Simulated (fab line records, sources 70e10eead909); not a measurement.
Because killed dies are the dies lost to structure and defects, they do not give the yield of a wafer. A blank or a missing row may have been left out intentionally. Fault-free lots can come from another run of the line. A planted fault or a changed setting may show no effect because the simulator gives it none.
A lot that was struck, set against a sound lot || flow nand-harc || 33 steps out of a route of 1159
Sound: these wafers, L216.4, L216.5, L216.6. Wafers L228.1, L228.2, L228.3 were the ones struck. Last of all comes the cause.
At each step with rows: each side's tool, then ch and its chambers, then its first start. Under that, the readings that differ: sound wafers || struck wafers || difference of the means || sigmas: that difference in standard deviations of wafers without a fault.
alike: words and numbers the same on both sides, and readings whose means are apart by under 2 such deviations; not compared: readings that were withheld, readings missing a value for some wafer, numbers with overlapping values and no deviation given by the record, and bounds like >300 which may hide the same value.
The two part at a step that has a row with sigmas, a row that says differs or no value, or rows on one side only. When numbers do not overlap yet have no deviation, they are printed without sigmas and do not part them. A reading missing from all wafers of one side parts the sides only when that side holds two or more wafers.

first, 9 steps without rows for these wafers: NHARC_A_CHANNEL_HOLE_D1_DEP_00 (deposits aC, target thk 3100 nm); NHARC_A_CHANNEL_HOLE_D1_DEP_01 (deposits SiON, target thk 140 nm); NHARC_A_CHANNEL_HOLE_D1_DEHYDRATE_02 (time 120 s); NHARC_A_CHANNEL_HOLE_D1_HMDS_03 (time 30 s); NHARC_A_CHANNEL_HOLE_D1_COAT_36 (time 75 s); NHARC_A_CHANNEL_HOLE_D1_COAT_37 (time 65 s); NHARC_A_CHANNEL_HOLE_D1_COAT_04 (resist thk 90 nm); NHARC_A_CHANNEL_HOLE_D1_SOFTBAKE_05 (time 55 s); NHARC_A_CHANNEL_HOLE_D1_EBR_06.
NHARC_A_CHANNEL_HOLE_D1_EXPOSE_07: exposes mask HOLE D1, target cd 100 nm.
  sound on arfi-scanner-02 ch 0, day 8 17:11; struck on arfi-scanner-02 ch 0, day 11 13:09
{"reading": "exposure-dose-mJ-cm2", "sound": "59.62 59.64 59.68", "struck": "54.90 54.85 54.98", "difference": -4.74, "sigmas": -82}
  alike: mask, reticle-temp-C
then, 2 steps without rows for these wafers: NHARC_A_CHANNEL_HOLE_D1_PEB_08 (peb time 65 s); NHARC_A_CHANNEL_HOLE_D1_DEVELOP_09 (develop time 35 s).
NHARC_A_CHANNEL_HOLE_D1_CD_MEAS_10: target cd 100 nm.
  sound on cd-sem-03 ch 0, day 8 17:19; struck on cd-sem-01 ch 0, day 11 13:17
{"reading": "cd-nm (nm)", "sound": "101.0 100.5 101.1", "struck": "96.6 96.2 96.1", "difference": -4.6, "sigmas": -8}
NHARC_A_CHANNEL_HOLE_D1_DESCUM_15: chemistry O2, time 3 s.
  sound on rie-diel-09 ch 0,1,3, day 8 17:31; struck on rie-diel-08 ch 0,1,2, day 11 13:30
{"reading": "model.A_CHANNEL_HOLE_D1.cd-nm (nm)", "sound": "100.9 100.7 100.9", "struck": "95.74 96.04 95.39", "difference": -5.11, "sigmas": ""}
  alike: drypump-motor-current-A, oes-product-au, rf-vpp-V, showerhead-plenum-p-Torr, throttle-valve-pct
  not compared: rf-hours-counter-h
then, 16 steps without rows for these wafers: NHARC_A_CHANNEL_HOLE_D1_ETCH_38 (etches the open film in CF4, target depth 39 nm, time 65 s); NHARC_A_CHANNEL_HOLE_D1_ETCH_39 (etches the open film in N2/H2, target depth 260 nm, time 325 s); NHARC_A_CHANNEL_HOLE_D1_ETCH_34 (etches the open film in CF4/CHF3, target depth 154 nm, time 77 s); NHARC_A_CHANNEL_HOLE_D1_ETCH_16 (etches the open film in O2/COS, target depth 3100 nm, time 806 s); NHARC_A_CHANNEL_HOLE_D1_ETCH_19 (etches the open film in C4F8/O2/Ar, time 34.5 s); NHARC_A_CHANNEL_HOLE_D1_ETCH_20 (etches the open film in C4F8/O2/Ar, time 361.9 s, target depth 1600 nm); NHARC_A_CHANNEL_HOLE_D1_ETCH_21 (etches the open film in C4F8/O2/Ar, time 514.3 s, target depth 1600 nm); NHARC_A_CHANNEL_HOLE_D1_ETCH_22 (etches the open film in C4F8/O2/Ar, time 666.7 s, target depth 1600 nm); NHARC_A_CHANNEL_HOLE_D1_ETCH_23 (etches the open film in C4F8/O2/Ar, time 819 s, target depth 1600 nm); NHARC_A_CHANNEL_HOLE_D1_ETCH_24 (etches the open film in C4F8/O2/Ar, time 906.2 s, target depth 1500 nm); NHARC_A_CHANNEL_HOLE_D1_ETCH_25 (etches the open film in C4F8/O2/Ar, time 1040.2 s, target depth 1500 nm); NHARC_A_CHANNEL_HOLE_D1_ETCH_26 (etches the open film in C4F8/O2/Ar, time 224.1 s, target depth 300 nm); NHARC_A_CHANNEL_HOLE_D1_ETCH_33 (etches the open film in C4F8/O2/Ar, time 90 s, target depth 400 nm); NHARC_A_CHANNEL_HOLE_D1_STRIP_41 (strips in N2/H2); NHARC_A_CHANNEL_HOLE_D1_STRIP_42 (strips in CF4/CHF3); NHARC_A_CHANNEL_HOLE_D1_STRIP_43 (strips in O2/COS).
NHARC_A_CHANNEL_HOLE_D1_ETCH_44: etches the open film in CF4/O2, target depth 140 nm, overetch 14 nm, time 77 s.
  sound on rie-diel-01 ch 0,2,3, day 8 23:25; struck on rie-diel-01 ch 0,1,2, day 11 22:25
{"reading": "model.A_CHANNEL_HOLE_D1.cd-nm (nm)", "sound": "90.85 90.95 90.75", "struck": "85.58 87.31 89.23", "difference": -3.48, "sigmas": ""}
  alike: drypump-motor-current-A, oes-product-au, rf-vpp-V, showerhead-plenum-p-Torr, throttle-valve-pct
  not compared: rf-hours-counter-h
then, 1 step without rows for these wafers: NHARC_A_CHANNEL_HOLE_D1_STRIP_27 (strips in O2).
-- record jumps: 10 days between struck wafers' starts before vs after; left off in module A_CHANNEL_HOLE_D1, resumes in module END, first step shown is number 1159 of the route --
NHARC_END_SORT_01:
  only the struck wafers appear in the record here, on prober-01 ch 0 at day 22 09:03; the sound ones have no rows

WHERE THEY PART
Last at NHARC_END_SORT_01 as far as this record goes, first at NHARC_A_CHANNEL_HOLE_D1_EXPOSE_07.

WHY: what had been put in by the simulator
Process parameter drift: arfi-scanner-02, from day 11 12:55 on, at NHARC_A_CHANNEL_HOLE_D1_EXPOSE_07. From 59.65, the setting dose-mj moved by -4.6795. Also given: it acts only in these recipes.
